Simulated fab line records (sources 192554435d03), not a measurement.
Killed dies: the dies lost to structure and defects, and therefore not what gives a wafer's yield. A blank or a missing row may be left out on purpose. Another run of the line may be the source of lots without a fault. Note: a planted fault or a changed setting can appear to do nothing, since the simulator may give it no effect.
fab line records | flow n5Finfet
record lots=11 | wafers=32 | lastDay=19
route steps=1938 shown BEOL_M6@1245 MIM_TOP@1836 MIM_TOP_ETCH@1853 MIM_BOT_ETCH@1866 PASSIVATION@1936
lots untouched by any fault: they come from a run of this same line in which no faults occurred
startH: start of the lot's first displayed wafer, in hours after the record's first day | waitH: hours elapsed since this lot's preceding step | " repeats the value in the row above | L1.1+2: a row that stands for several wafers | - no value, or no start was given | * or withheld: withheld | < > ~ a bound
route shown NAME@n: NAME is a module with steps in the file, n the number in the route of the first one | usual: mean/standard deviation taken from wafers without a fault | same: alike in all rows | chamber/n: place in a boat | sites: the reading at each site | _std_site: the standard deviation of these | _edge_site: outer sites' mean less inner sites' | radiusMm: for every site, how far away it sits from the centre of the wafer | mask NAME#n: copy n | behind: tool/chamber where the wafer was last shaped | hold: reason for holding the lot/hours on hold/outcome of the hold | device: which transistor (n, p or np) failed to switch | end of line: the same wafers' tests at the end of the route | a step without rows: its recipe alone | killed: the dies lost at the first sort to structure and to defects; this is not the yield of the wafer | map: the dies of a wafer, with x for killed, . for not killed, _ for no die there
set.NAME: the setting the step ran with; set.NAME@STEP: the setting that earlier step ran with | model.NAME: the simulator's own value behind a step, which no gauge read
one table for each step of the route and one row for each wafer, over a sample of lots
services: a tool's chamber out of use, with start hour (startH, from the record's first day; less than 0 if before it), hours out, and reason
## steps
# step N5_BEOL_M6_PRECLEAN_42
# recipe chemistry=residueRemover | timeS=60 | tempC=40
lot.wafer  | tool        | chamber | startH | waitH
L800.1+3+6 | wetBench-04 | 5,6,7   | 227.55 | 0.0
L801.4+5+6 | wetBench-02 | 1,4,7   | 229.99 | 0.0
L803.3+4+5 | wetBench-04 | 3,2,4   | 233.71 | 0.0
L804.2+3+5 | wetBench-06 | 1,4,5   | 235.84 | 0.0
L806.3+4+5 | wetBench-04 | 3,5,0   | 254.85 | 0.0
L805.2+3+6 | wetBench-06 | 0,2,3   | 261.24 | 0.0
L810.1+2+4 | wetBench-02 | 5,3,2   | 282.13 | 0.0
L813.1+2+6 | wetBench-06 | 2,7,3   | 305.70 | 0.0
L814.2+3+4 | wetBench-02 | 2,3,7   | 307.06 | 0.0
L816.1+5+6 | wetBench-02 | 3,4,5   | 318.13 | 0.0
L820.4+5   | wetBench-04 | 6,5     | 361.54 | 0.0
# step N5_MIM_TOP_ALD_02
# recipe material=Al2O3 | targetThkA=* | tempC=withheld | aldPrecursorFamily=TMA | aldCoReactant=O3 | pulseTimeS=withheld | purgeTimeS=3 | coReactantPurgeTimeS=withheld | coReactantPulseTimeS=3 | aldCycles=withheld
# usual precursorPulseHeightRel=0.999/0.02
lot.wafer | tool     | chamber | startH | waitH | precursorPulseHeightRel
L800.1    | aldHk-02 | 2       | -      | -     | 1.017
L800.3    | "        | 0       | "      | "     | 1.001
L800.6    | "        | 2       | "      | "     | 1.013
L801.4    | aldHk-03 | 2       | -      | -     | 1.065
L801.5    | "        | 3       | "      | "     | 0.960
L801.6    | "        | 0       | "      | "     | 0.987
L803.3    | aldHk-01 | 2       | -      | -     | 0.998
L803.4    | "        | 3       | "      | "     | 1.031
L803.5    | "        | 2       | "      | "     | 0.998
L804.2    | aldHk-02 | 3       | -      | -     | 1.011
L804.3    | "        | 2       | "      | "     | 0.984
L804.5    | "        | 1       | "      | "     | 0.994
L806.3    | aldHk-03 | 3       | -      | -     | 0.987
L806.4    | "        | 2       | "      | "     | 0.996
L806.5    | "        | 0       | "      | "     | 1.005
L805.2    | aldHk-02 | 3       | -      | -     | 1.020
L805.3    | "        | 1       | "      | "     | 0.984
L805.6    | "        | 2       | "      | "     | 1.034
L810.1    | aldHk-01 | 0       | -      | -     | 0.983
L810.2    | "        | 1       | "      | "     | 1.007
L810.4    | "        | 2       | "      | "     | 0.977
L813.1    | aldHk-02 | 2       | -      | -     | 1.040
L813.2    | "        | 3       | "      | "     | 0.993
L813.6    | "        | 0       | "      | "     | 0.986
L814.2    | aldHk-02 | 0       | -      | -     | 1.017
L814.3    | "        | 1       | "      | "     | 1.027
L814.4    | "        | 2       | "      | "     | 0.980
L816.1    | aldHk-03 | 1       | -      | -     | 0.994
L816.5    | "        | 0       | "      | "     | 1.024
L816.6    | "        | 3       | "      | "     | 0.967
L820.4    | aldHk-03 | 1       | -      | -     | 0.982
L820.5    | "        | 3       | "      | "     | 0.997
# step N5_MIM_TOP_ETCH_PECVD_03
# recipe material=SiNx | targetThkA=200 | tempC=400 | precursor=SiH4/NH3/N2 | pressureTorr=1.5 | rfW=300 | timeS=17.6
# usual heaterPowerW=797/110 | showerheadPlenumPTorr=5.18/0.058 | throttleValvePct=39.7/2
lot.wafer | tool     | chamber | startH | waitH | heaterPowerW | showerheadPlenumPTorr | throttleValvePct
L801.4    | pecvd-03 | 1       | 312.70 | -     | 889          | 5.11                  | 38.1
L801.5    | "        | 0       | "      | "     | 719          | 5.11                  | 38.7
L801.6    | "        | 2       | "      | "     | 967          | 5.21                  | 38.3
L800.1    | pecvd-04 | 1       | 312.72 | -     | 602          | 5.15                  | 43.6
L800.3    | "        | 2       | "      | "     | 638          | 5.19                  | 38.0
L800.6    | "        | 2       | "      | "     | 644          | 5.17                  | 37.8
L803.3    | pecvd-03 | 1       | 315.78 | -     | 922          | 5.11                  | 38.1
L803.4    | "        | 1       | "      | "     | 925          | 5.11                  | 38.2
L803.5    | "        | 0       | "      | "     | 747          | 5.12                  | 39.0
L804.2    | pecvd-03 | 0       | 318.59 | -     | 758          | 5.11                  | 39.0
L804.3    | "        | 1       | "      | "     | 872          | 5.10                  | 38.0
L804.5    | "        | 2       | "      | "     | 997          | 5.22                  | 38.2
L806.3    | pecvd-04 | 0       | 334.56 | -     | 814          | 5.14                  | 42.9
L806.4    | "        | 2       | "      | "     | 641          | 5.18                  | 38.1
L806.5    | "        | 0       | "      | "     | 806          | 5.12                  | 43.3
L805.2    | pecvd-02 | 0       | 340.28 | -     | 741          | 5.19                  | 38.5
L805.3    | "        | 2       | "      | "     | 801          | 5.29                  | 39.7
L805.6    | "        | 1       | "      | "     | 878          | 5.19                  | 40.2
L810.1    | pecvd-03 | 2       | 377.66 | -     | 1000         | 5.21                  | 38.5
L810.2    | "        | 1       | "      | "     | 917          | 5.12                  | 37.9
L810.4    | "        | 0       | "      | "     | 718          | 5.10                  | 38.7
L813.1    | pecvd-02 | 2       | 384.68 | -     | 771          | 5.30                  | 39.8
L813.2    | "        | 0       | "      | "     | 664          | 5.18                  | 38.7
L813.6    | "        | 2       | "      | "     | 819          | 5.30                  | 40.2
L814.2    | pecvd-02 | 0       | 390.74 | -     | 794          | 5.20                  | 38.6
L814.3    | "        | 0       | "      | "     | 814          | 5.19                  | 38.6
L814.4    | "        | 2       | "      | "     | 862          | 5.30                  | 40.0
L816.1    | pecvd-02 | 2       | 401.45 | -     | 710          | 5.29                  | 40.1
L816.5    | "        | 0       | "      | "     | 782          | 5.19                  | 38.6
L816.6    | "        | 2       | "      | "     | 733          | 5.29                  | 40.4
L820.4    | pecvd-04 | 0       | 438.43 | -     | 736          | 5.13                  | 43.4
L820.5    | "        | 2       | "      | "     | 723          | 5.18                  | 38.5
# step N5_MIM_BOT_ETCH_ETCH_04
# recipe chemistry=CF4/O2 | target=SiNx | targetDepthA=260 | timeS=13 | ionEnergyEv=100 | pressureMtorr=40 | sourceW=535 | biasW=49 | Ar_flow_sccm=100 | cf4FlowSccm=100 | O2_flow_sccm=10
# usual drypumpMotorCurrentA=5.6/0.55 | oes_ar_750_au=0.78/0.088 | oesProductAu=0.78/0.097 | rfVppV=236/6.1 | showerheadPlenumPTorr=2.19/0.051 | throttleValvePct=15.98/0.24
lot.wafer | tool       | chamber | startH | waitH | drypumpMotorCurrentA | oes_ar_750_au | oesProductAu | rfHoursCounterH | rfVppV | showerheadPlenumPTorr | throttleValvePct
L801.4    | rieDiel-06 | 1       | 313.19 | 0.0   | 6.5                  | 0.80          | 0.78         | 120             | 240    | 2.20                  | 15.49
L801.5    | "          | 3       | "      | "     | 4.8                  | 0.80          | 0.81         | -               | 245    | 2.14                  | 15.56
L801.6    | "          | 2       | "      | "     | 5.4                  | 0.86          | 0.87         | -               | 244    | 2.21                  | 15.81
L800.1    | rieDiel-05 | 2       | 313.27 | 0.0   | 5.9                  | 0.80          | 0.79         | 102             | 226    | 2.14                  | 15.86
L800.3    | "          | 1       | "      | "     | 4.9                  | 0.67          | 0.65         | 238             | 237    | 2.19                  | 15.96
L800.6    | "          | 1       | "      | "     | 4.9                  | 0.66          | 0.64         | -               | 237    | 2.19                  | 15.98
L803.3    | rieDiel-05 | 2       | 316.29 | 0.0   | 5.9                  | 0.79          | 0.79         | 103             | 228    | 2.14                  | 15.87
L803.4    | "          | 1       | "      | "     | 4.9                  | 0.66          | 0.65         | -               | 237    | 2.19                  | 15.97
L803.5    | "          | 2       | "      | "     | 5.9                  | 0.80          | 0.79         | -               | 228    | 2.14                  | 15.88
L804.2    | rieDiel-02 | 1       | 319.31 | 0.0   | 5.8                  | 0.74          | 0.72         | 189             | 240    | 2.19                  | 16.27
L804.3    | "          | 2       | "      | "     | 5.1                  | 0.70          | 0.69         | 249             | 237    | 2.25                  | 16.20
L804.5    | "          | 2       | "      | "     | 5.1                  | 0.69          | 0.68         | -               | 237    | 2.25                  | 16.22
L806.3    | rieDiel-05 | 2       | 336.24 | 0.1   | 5.9                  | 0.79          | 0.78         | -               | 227    | 2.14                  | 15.89
L806.4    | "          | 0       | "      | "     | 6.3                  | 0.74          | 0.73         | -               | 232    | 2.11                  | 16.06
L806.5    | "          | 2       | "      | "     | 5.9                  | 0.79          | 0.78         | -               | 227    | 2.14                  | 15.90
L805.2    | rieDiel-02 | 1       | 341.05 | 0.0   | 5.8                  | 0.73          | 0.71         | 195             | 239    | 2.18                  | 16.29
L805.3    | "          | 3       | "      | "     | 5.3                  | 0.85          | 0.87         | 49              | 228    | 2.25                  | 16.17
L805.6    | "          | 3       | "      | "     | 5.3                  | 0.85          | 0.87         | -               | 229    | 2.25                  | 16.18
L810.1    | rieDiel-06 | 1       | 378.29 | 0.0   | 6.5                  | 0.77          | 0.77         | 142             | 238    | 2.19                  | 15.53
L810.2    | "          | 2       | "      | "     | 5.4                  | 0.83          | 0.84         | 71              | 243    | 2.20                  | 15.85
L810.4    | "          | 3       | "      | "     | 4.8                  | 0.79          | 0.79         | 102             | 244    | 2.14                  | 15.61
L813.1    | rieDiel-06 | 3       | 385.34 | 0.0   | 4.8                  | 0.78          | 0.80         | 105             | 245    | 2.14                  | 15.61
L813.2    | "          | 0       | "      | "     | 5.3                  | 0.70          | 0.69         | 247             | 230    | 2.26                  | 16.33
L813.6    | "          | 2       | "      | "     | 5.4                  | 0.82          | 0.84         | -               | 243    | 2.20                  | 15.87
L814.2    | rieDiel-05 | 0       | 391.45 | 0.1   | 6.3                  | 0.73          | 0.71         | 210             | 233    | 2.10                  | 16.09
L814.3    | "          | 1       | "      | "     | 4.9                  | 0.64          | 0.62         | -               | 236    | 2.18                  | 16.03
L814.4    | "          | 0       | "      | "     | 6.3                  | 0.73          | 0.70         | -               | 230    | 2.10                  | 16.11
L816.1    | rieDiel-05 | 1       | 403.35 | 0.1   | 4.9                  | 0.64          | 0.63         | 271             | 236    | 2.18                  | 16.02
L816.5    | "          | 0       | "      | "     | 6.3                  | 0.72          | 0.71         | -               | 230    | 2.10                  | 16.11
L816.6    | "          | 1       | "      | "     | 4.9                  | 0.65          | 0.63         | -               | 236    | 2.17                  | 16.04
L820.4    | rieDiel-05 | 3       | 438.92 | 0.0   | 5.6                  | 0.94          | 0.94         | 18              | 237    | 2.25                  | 15.66
L820.5    | "          | 3       | "      | "     | 5.6                  | 0.93          | 0.95         | -               | 237    | 2.25                  | 15.68
# step N5_PASSIVATION_PROBE_49
# usual defectLimitedYield=91.3/1.4 | killed_at_M0_to_M3=36/10 | killed_at_M4_up=13/5.4 | killedAtContacts=12/5.3 | killedAtFrontEnd=39/10 | killedAtOther=3.2/2.7 | killedDies=103/16 | killedOnRim=13/4 | killedOpen=68/13 | killedShort=33/6.6 | sort_bin_4_leakage=0.01/0.031 | sort_bin_5_function=5.1/0.92 | sort_bin_6_memory=3.3/0.68 | sort_bin_8_speed=0.1/0.41 | sortNPass=1077/17 | sortYieldPct=91.2/1.4
# same grossDies=1180 | killedAtBackSide=0
lot.wafer | tool      | chamber | startH | waitH | defectLimitedYield[%] | killed_at_M0_to_M3 | killed_at_M4_up | killedAtContacts | killedAtFrontEnd | killedAtOther | killedDies | killedOnRim | killedOpen | killedShort | sort_bin_4_leakage[%] | sort_bin_5_function[%] | sort_bin_6_memory[%] | sort_bin_8_speed[%] | sortNPass | sortYieldPct[%]
L804.2    | prober-01 | -       | 333.57 | 0.1   | 92.5                  | 26                 | 15              | 12               | 36               | 0             | 89         | 11          | 55         | 34          | 0                     | 4.8                    | 2.5                  | 0                   | 1091      | 92.5
L804.3    | prober-01 | -       | 333.62 | 0.1   | 91.6                  | 27                 | 8               | 24               | 38               | 2             | 99         | 10          | 65         | 34          | 0                     | 4.9                    | 3.2                  | 0.3                 | 1078      | 91.4
L804.5    | prober-01 | -       | 333.72 | 0.2   | 90.7                  | 35                 | 11              | 20               | 42               | 2             | 110        | 12          | 74         | 36          | 0                     | 5.5                    | 3.4                  | 0                   | 1070      | 90.7
L810.1    | prober-01 | -       | 390.21 | 0.0   | 92.1                  | 28                 | 12              | 7                | 45               | 1             | 93         | 14          | 65         | 25          | 0                     | 5.0                    | 2.7                  | 0                   | 1087      | 92.1
L810.2    | prober-01 | -       | 390.26 | 0.1   | 91.8                  | 36                 | 5               | 24               | 25               | 7             | 97         | 15          | 60         | 36          | 0                     | 4.7                    | 3.3                  | 0                   | 1083      | 91.8
L810.4    | prober-01 | -       | 390.36 | 0.2   | 93.0                  | 25                 | 9               | 10               | 32               | 7             | 83         | 10          | 52         | 31          | 0                     | 3.5                    | 3.3                  | 0                   | 1097      | 93.0
L814.2    | prober-01 | -       | 402.41 | 0.1   | 88.1                  | 18                 | 84              | 9                | 28               | 1             | 140        | 16          | 52         | 16          | 0                     | 8.2                    | 2.5                  | 0                   | 1040      | 88.1
L814.3    | prober-01 | -       | 402.46 | 0.1   | 82.7                  | 31                 | 100             | 21               | 49               | 3             | 204        | 10          | 71         | 35          | 0                     | 10.8                   | 4.7                  | 0                   | 976       | 82.7
L814.4    | prober-01 | -       | 402.51 | 0.2   | 86.4                  | 22                 | 86              | 22               | 28               | 2             | 160        | 29          | 62         | 22          | 0                     | 8.7                    | 3.6                  | 0                   | 1020      | 86.4
L816.1    | prober-02 | -       | 412.14 | 0.0   | 83.1                  | 44                 | 109             | 6                | 38               | 2             | 199        | 14          | 64         | 36          | 0                     | 11.9                   | 4.1                  | 0                   | 981       | 83.1
L816.5    | prober-02 | -       | 412.34 | 0.2   | 86.0                  | 30                 | 72              | 14               | 45               | 4             | 165        | 31          | 64         | 38          | 0                     | 8.5                    | 4.0                  | 0                   | 1015      | 86.0
L816.6    | prober-02 | -       | 412.39 | 0.3   | 82.4                  | 32                 | 113             | 12               | 46               | 5             | 208        | 17          | 80         | 34          | 0                     | 10.8                   | 5.9                  | 0                   | 972       | 82.4
# killed by level:class
L804.2 BEOL_M4:geometricParticle:open=12 BEOL_M0_SAQP:geometricParticle:short=12 DUMMY_GATE:geometricParticle:open=8 MOL_CONTACT_COAG:geometricParticle:open=8 BEOL_M0_SAQP:geometricParticle:open=6 FIN_SAQP:geometricParticle:short=5 FIN_SAQP:geometricParticle:open=5 ILD0:geometricParticle:short=5
L804.3 MOL_CONTACT_COAG:geometricParticle:open=19 STI_FIN_REVEAL:geometricParticle:open=9 BEOL_M0_SAQP:geometricParticle:short=6 BEOL_M0_SAQP:geometricParticle:open=6 FIN_SAQP:geometricParticle:short=5 MOL_CONTACT_COAG:geometricParticle:short=5 BEOL_M3:geometricParticle:open=5 DUMMY_GATE:geometricParticle:short=4
L804.5 MOL_CONTACT_COAG:geometricParticle:open=13 FIN_SAQP:geometricParticle:open=10 BEOL_M0_SAQP:geometricParticle:short=10 BEOL_M4:geometricParticle:open=8 BEOL_M2:geometricParticle:open=8 MOL_CONTACT_COAG:geometricParticle:short=7 BEOL_M0_SAQP:geometricParticle:open=7 BEOL_M3:geometricParticle:open=7
L810.1 DUMMY_GATE:geometricParticle:open=11 FIN_SAQP:geometricParticle:open=7 BEOL_M3:geometricParticle:open=7 MOL_CONTACT_COAG:geometricParticle:open=6 BEOL_M1:geometricParticle:open=6 STI_FIN_REVEAL:geometricParticle:open=5 BEOL_M0_SAQP:geometricParticle:short=4 BEOL_M0_SAQP:geometricParticle:open=4
L810.2 MOL_CONTACT_COAG:geometricParticle:open=18 BEOL_M0_SAQP:geometricParticle:short=8 BEOL_M0:geometricParticle:open=8 MOL_CONTACT_COAG:geometricParticle:short=6 BEOL_M0_SAQP:geometricParticle:open=6 MIM_TOP_ETCH:geometricParticle:short=6 BEOL_M1:geometricParticle:open=5 STI_FIN_REVEAL:geometricParticle:open=4
L810.4 MOL_CONTACT_COAG:geometricParticle:open=9 BEOL_M0_SAQP:geometricParticle:short=8 BEOL_M2:geometricParticle:open=6 STI_FIN_REVEAL:geometricParticle:open=5 DUMMY_GATE:geometricParticle:open=4 ILD0:geometricParticle:open=4 MIM_TOP_ETCH:geometricParticle:short=4 STARTING-WAFER:geometricParticle:short=4
L814.2 BEOL_M6:unspecified=71 STI_FIN_REVEAL:geometricParticle:open=11 BEOL_M4:geometricParticle:open=8 MOL_CONTACT_COAG:geometricParticle:open=6 ILD0:geometricParticle:open=4 BEOL_M0_SAQP:geometricParticle:short=4 BEOL_M0:geometricParticle:open=4 BEOL_M2:geometricParticle:open=4
L814.3 BEOL_M6:unspecified=98 MOL_CONTACT_COAG:geometricParticle:open=16 FIN_SAQP:geometricParticle:short=10 BEOL_M1:geometricParticle:open=10 BEOL_M2:geometricParticle:open=10 STI_FIN_REVEAL:geometricParticle:open=9 FIN_SAQP:geometricParticle:open=8 GATE_CUT:geometricParticle:short=7
L814.4 BEOL_M6:unspecified=76 MOL_CONTACT_COAG:geometricParticle:open=16 BEOL_M2:geometricParticle:open=8 MOL_CONTACT_COAG:geometricParticle:short=6 FIN_SAQP:geometricParticle:open=5 STI_FIN_REVEAL:geometricParticle:open=5 DUMMY_GATE:geometricParticle:open=5 BEOL_M3:geometricParticle:open=4
L816.1 BEOL_M6:unspecified=95 BEOL_M1:geometricParticle:open=13 BEOL_M3:geometricParticle:open=12 FIN_SAQP:geometricParticle:short=8 FIN_SAQP:geometricParticle:open=8 BEOL_M4:geometricParticle:open=7 STI_FIN_REVEAL:geometricParticle:open=6 BEOL_M2:geometricParticle:short=5
L816.5 BEOL_M6:unspecified=63 STI_FIN_REVEAL:geometricParticle:open=12 MOL_CONTACT_COAG:geometricParticle:open=12 BEOL_M1:geometricParticle:open=8 FIN_SAQP:geometricParticle:short=7 BEOL_M0_SAQP:geometricParticle:short=6 FIN_SAQP:geometricParticle:open=5 BEOL_M0_SAQP:geometricParticle:open=5
L816.6 BEOL_M6:unspecified=94 FIN_SAQP:geometricParticle:short=12 STI_FIN_REVEAL:geometricParticle:open=12 MOL_CONTACT_COAG:geometricParticle:open=12 FIN_SAQP:geometricParticle:open=11 BEOL_M4:geometricParticle:open=11 BEOL_M0_SAQP:geometricParticle:open=7 BEOL_M1:geometricParticle:open=6
## services
tool       | chamber | startH | hours | kind
pecvd-02   | 0       | 204.42 | 9.0   | repair
rieDiel-05 | 3       | 211.18 | 8.2   | repair
pecvd-04   | 2       | 215.90 | 3.4   | repair
rieDiel-05 | 3       | 228.10 | -     | clean
pecvd-03   | 0       | 228.65 | 2.3   | repair
pecvd-04   | 2       | 228.99 | 4.0   | repair
pecvd-02   | 1       | 230.84 | 14.9  | repair
rieDiel-05 | 1       | 231.51 | 7.3   | repair
rieDiel-02 | 0       | 271.52 | 9.9   | repair
aldHk-03   | -       | 279.15 | 6.0   | pm
rieDiel-02 | 3       | 287.60 | 16.7  | repair
pecvd-02   | -       | 298.47 | 2.8   | pm
pecvd-03   | 0       | 333.35 | 5.9   | repair
rieDiel-02 | 1       | 334.26 | 5.1   | repair
aldHk-03   | -       | 349.06 | 0.5   | repair
pecvd-03   | -       | 357.19 | 1.2   | repair
rieDiel-05 | 2       | 374.65 | 24.2  | repair
rieDiel-05 | 2       | 401.37 | 11.0  | repair
rieDiel-02 | 3       | 401.91 | 5.7   | repair
aldHk-03   | -       | 406.02 | 3.1   | repair
rieDiel-05 | 2       | 413.41 | 9.1   | repair
rieDiel-06 | 3       | 415.78 | 14.3  | repair
aldHk-01   | -       | 433.63 | 8.7   | pm
rieDiel-05 | -       | 434.45 | 2.8   | pm
## key
firstSign step=N5_PASSIVATION_PROBE_49 | reading=killed_at_M4_up | direction=up | sigmas=15 | usual=13 | struck=94
effect step=N5_PASSIVATION_PROBE_49 | reading=killedDies | direction=up | sigmas=4.7 | usual=103 | struck=179
moreKillsBornAt N5_BEOL_M6_PRECLEAN_42@wetBench-02=497
metAt N5_BEOL_M6_PRECLEAN_42
struckLots L814,L816
notActingAt N5_MIM_TOP_ALD_02,N5_MIM_TOP_ETCH_PECVD_03,N5_MIM_BOT_ETCH_ETCH_04
onsetBetween 282.13 307.06
fault kind=chamberParticleSource | tool=wetBench-02 | chamber=- | onsetH=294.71 | steps=N5_BEOL_M6_PRECLEAN_42 | ratePerVisitCm2=0.40897 | endH=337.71
